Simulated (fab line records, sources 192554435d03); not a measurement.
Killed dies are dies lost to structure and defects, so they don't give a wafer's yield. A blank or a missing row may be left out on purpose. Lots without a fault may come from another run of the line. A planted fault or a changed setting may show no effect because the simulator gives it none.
A struck lot beside a sound one | flow n5_finfet | 42 steps out of a route of 1938
Sound: wafers L189.2, L189.4, L189.5. Struck: wafer L197.4. (L197.3 of the same lot was not struck and is left out.) The cause comes at the end.
At each step with rows: each side's tool, then ch and its chambers, then its first start. Under that, the readings that differ: sound wafers | struck wafers | difference of the means | sigmas: that difference in standard deviations of wafers without a fault.
alike: readings whose means differ by less than 2 such deviations, and words and numbers that are the same on both sides. not compared: withheld readings, readings that some wafer has no value for, bounds like >300 that may hide the same value, and numbers for which the record gives no deviation and whose values overlap.
The two part at a step that has a row with sigmas, a row that says differs or no value, or rows on one side only. Numbers that don't overlap but have no deviation are shown without sigmas and don't part them. A reading that every wafer of one side lacks parts them only if that side has two wafers or more.

first, 1 step without rows for these wafers: N5_PMOS_HMC_CHANNEL_EPI_EPI_26 (deposits Si from SiH4/H2, target thk 3.8 nm, time 22.7 s).
N5_PMOS_HMC_CHANNEL_EPI_INSPECT_30: inspects for defects (darkfield).
  sound on defect_inspect-02, day 3 02:38; struck on defect_inspect-01, day 5 02:05
  alike: raw_defect_count
then, 5 steps without rows for these wafers: N5_FIN_SAQP_PRECLEAN_42 (cleans in O3/DIW, time 60 s); N5_FIN_SAQP_PRECLEAN_00 (cleans in SC1, time 60 s); N5_FIN_SAQP_PRECLEAN_44 (cleans in SC2, time 45 s); N5_FIN_SAQP_SRD_01 (time 30 s); N5_FIN_SAQP_ALD_61 (deposits SiO2, target thk 4 nm, pulse time 1 s, purge time 2 s).
N5_FIN_SAQP_DENSIFY_62: time 60 s.
  sound on rtp_anneal-01 ch 0, day 3 04:05; struck on rtp_anneal-01 ch 0, day 5 02:29
  alike: lamp_power_pct, wafer_temp_C_max
then, 1 step without rows for these wafers: N5_FIN_SAQP_HM_DEP_03 (deposits SiNx from SiH4/NH3/N2, target thk 38 nm, time 33.6 s).
N5_FIN_SAQP_THK_MEAS_05:
  sound on film_metro-01, day 3 04:22; struck on film_metro-01, day 5 02:45
  alike: thk_nm
N5_FIN_SAQP_PECVD_47: deposits a-Si from SiH4/He, target thk 45 nm, time 36.3 s.
  sound on pecvd-03 ch 0,1, day 3 04:24; struck on pecvd-01 ch 2, day 5 02:47
  alike: heater_power_w, showerhead_plenum_p_Torr, throttle_valve_pct
N5_FIN_SAQP_PECVD_48: deposits SiNx from SiH4/NH3/N2, target thk 25 nm, time 22.1 s.
  sound on pecvd-03 ch 0,1, day 3 04:26; struck on pecvd-01 ch 2, day 5 02:49
  reading                                     | sound             | struck | difference | sigmas
  model.SiNx_of_FIN_SAQP_PECVD_48.thk_nm (nm) | 24.74 25.08 25.37 | 10.17  | -14.89     |
  alike: heater_power_w, showerhead_plenum_p_Torr, throttle_valve_pct
then, 1 step without rows for these wafers: N5_FIN_SAQP_PECVD_06 (deposits a-Si from SiH4/He, target thk 60 nm, time 48.1 s).
N5_FIN_SAQP_THK_MEAS_07:
  sound on film_metro-02, day 3 04:34; struck on film_metro-01, day 5 02:57
  alike: thk_nm
then, 9 steps without rows for these wafers: N5_FIN_SAQP_HM_DEP_72 (deposits SiO2 from SiH4/N2O, target thk 12 nm, time 7.2 s); N5_FIN_SAQP_COAT_49 (time 60 s, resist thk 100 nm); N5_FIN_SAQP_COAT_50 (time 60 s, resist thk 35 nm); N5_FIN_SAQP_COAT_10 (resist thk 90 nm); N5_FIN_SAQP_EBR_12; N5_FIN_SAQP_SOFTBAKE_11 (time 60 s); N5_FIN_SAQP_EXPOSE_13 (exposes mask FIN CORE, target cd 35.6 nm); N5_FIN_SAQP_PEB_14 (peb time 60 s); N5_FIN_SAQP_DEVELOP_15 (develop time 30 s).
N5_FIN_SAQP_CD_MEAS_16: target cd 35.6 nm.
  sound on cd_sem-03 ch 0, day 3 05:03; struck on cd_sem-03 ch 0, day 5 03:27
  alike: cd_nm
N5_FIN_SAQP_OVL_MEAS_17:
  sound on overlay-02 ch 0, day 3 05:06; struck on overlay-02 ch 0, day 5 03:29
  alike: FIN_CORE_OVL
N5_FIN_SAQP_INSPECT_18: inspects for defects (brightfield).
  sound on defect_inspect-01, day 3 05:07; struck on defect_inspect-02, day 5 03:30
  alike: raw_defect_count
then, 2 steps without rows for these wafers: N5_FIN_SAQP_DESCUM_21 (chemistry O2, time 7.9 s); N5_FIN_SAQP_ETCH_51 (etches SiARC in CF4, target depth 45.5 nm, time 75.8 s).
N5_FIN_SAQP_ETCH_52: etches SOC in N2/H2, target depth 100 nm, overetch 20 nm, time 150 s.
  sound on rie_diel-05 ch 1,2, day 3 05:52; struck on rie_diel-06 ch 0, day 5 03:52
  reading                         | sound          | struck | difference | sigmas
  drypump_motor_current_A (A)     | 6.6 6.4 6.6    | 4.9    | -1.6       | -3
  showerhead_plenum_p_Torr (Torr) | 2.55 2.48 2.55 | 2.43   | -0.10      | -2
  alike: h2_flow_sccm, oes_product_au, rf_vpp_V, throttle_valve_pct
  not compared: rf_hours_counter_h
then, 8 steps without rows for these wafers: N5_FIN_SAQP_STRIP_53 (strips in N2/H2); N5_FIN_SAQP_HM_OPEN_73 (chemistry CHF3/O2, target SiO2, stops on a-Si, target depth 12 nm, time 16.8 s); N5_FIN_SAQP_STRIP_74 (strips in CHF3/O2); N5_FIN_SAQP_MANDREL_ETCH_22 (etches a-Si in HBr/Cl2, stops on SiNx, target depth 60 nm, bt time 10 s, time 30 s); N5_FIN_SAQP_STRIP_55 (strips in N2/H2); N5_FIN_SAQP_STRIP_23 (strips in SPM, time 750 s); N5_FIN_SAQP_SRD_66 (time 30 s); N5_FIN_SAQP_RECESS_75 (chemistry HF/NH3, target SiO2, target depth 14.4 nm, afs cycles 3, sublimation time 60 s).
N5_FIN_SAQP_SPACER1_ALD_24: deposits SiO2, target thk 20.3 nm, pulse time 1 s, purge time 2 s.
  sound on ald_sin-04 ch 0,1, day 3 07:01; struck on ald_sin-03 ch 1, day 5 05:58
  alike: heater_power_w, precursor_pulse_height_rel
N5_FIN_SAQP_SPACER1_ETCHBACK_25: etches SiO2 in CHF3/O2, target depth 24.4 nm, time 12.2 s.
  sound on rie_diel-02 ch 0,3, day 3 07:51; struck on rie_diel-05 ch 1, day 5 06:41
  alike: drypump_motor_current_A, oes_product_au, rf_vpp_V, showerhead_plenum_p_Torr, throttle_valve_pct
  not compared: rf_hours_counter_h
then, 1 step without rows for these wafers: N5_FIN_SAQP_MANDREL1_REMOVE_56 (chemistry HBr/Cl2/O2, target a-Si, stops on SiNx, bt time 10 s).
N5_FIN_SAQP_CD_MEAS_27: target cd 20 nm.
  sound on cd_sem-02 ch 0, day 3 08:03; struck on cd_sem-02 ch 0, day 5 06:54
  alike: cd_nm
N5_FIN_SAQP_ETCH_57: etches SiNx in CH3F/O2, target depth 32.5 nm, time 46.4 s.
  sound on rie_diel-05 ch 0,1,2, day 3 08:06; struck on rie_diel-06 ch 3, day 5 06:58
  reading                         | sound             | struck | difference | sigmas
  etch_rf_on_time_s (s)           | 45.0 46.0 45.9    | 19.3   | -26.3      | -26
  showerhead_plenum_p_Torr (Torr) | 1.93 1.99 1.97    | 2.09   | +0.13      | +3
  model.etch.depth_nm (nm)        | 24.67 25.08 25.37 | 10.17  | -14.87     |
  alike: CH3F_flow_sccm, drypump_motor_current_A, oes_product_au, rf_vpp_V, throttle_valve_pct
  not compared: rf_hours_counter_h

WHERE THEY PART
First at N5_FIN_SAQP_ETCH_52; last, within this record, at N5_FIN_SAQP_ETCH_57.

WHY: what the simulator had put in
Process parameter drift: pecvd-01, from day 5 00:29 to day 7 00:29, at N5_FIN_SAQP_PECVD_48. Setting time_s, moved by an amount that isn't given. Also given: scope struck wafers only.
